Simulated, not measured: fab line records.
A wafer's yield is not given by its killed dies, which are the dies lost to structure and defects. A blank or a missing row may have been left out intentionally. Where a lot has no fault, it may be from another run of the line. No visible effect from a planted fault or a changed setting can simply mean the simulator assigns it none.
Chamber matching ; flow nand-harc ; NHARC_P_BONDPAD_ACTIVATE_29 on rie-diel-12: 4 sister chambers
The step chemistry N2, time 60 s. 4 wafers are shown with their chamber, then 7 later ones without.

## EACH WAFER AND ITS CHAMBER
wafer;chamber;drypump-motor-current-A (A)
L085.6;1;5.8
L090.1;2;5.5
L092.1;0;6.0
L092.3;3;5.1

## WAFERS WHOSE CHAMBER IS MISSING
wafer;drypump-motor-current-A (A)
L092.5;5.8
L093.3;5.6
L093.5;5.6
L093.6;5.8
L094.1;5.8
L094.4;5.6
L094.5;5.1

## WHICH CHAMBER EACH WENT THROUGH
wafer;from the rows above;in truth
L092.5;1;1
L093.3;can't be placed: 2 or 1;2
L093.5;can't be placed: 2 or 1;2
L093.6;1;1
L094.1;1;1
L094.4;can't be placed: 2 or 1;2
L094.5;3;3
4 of 7 placed correctly. Unplaceable from these rows: 3, with the true chamber sitting among the candidates in 3. 0 placed wrongly.
How it was worked out, from the rows above alone: a wafer's distance from a chamber is the root of the sum, over the readings, of the square of ((its reading less the chamber's mean) divided by the reading's scatter). If the next closest chamber is less than 2 further off than the closest, the wafer can't be placed; otherwise it belongs to the closest. A chamber's mean is the mean of its shown wafers. The scatter: root of mean squared gap, hidden wafer to nearest shown wafer, with one shown wafer a chamber.
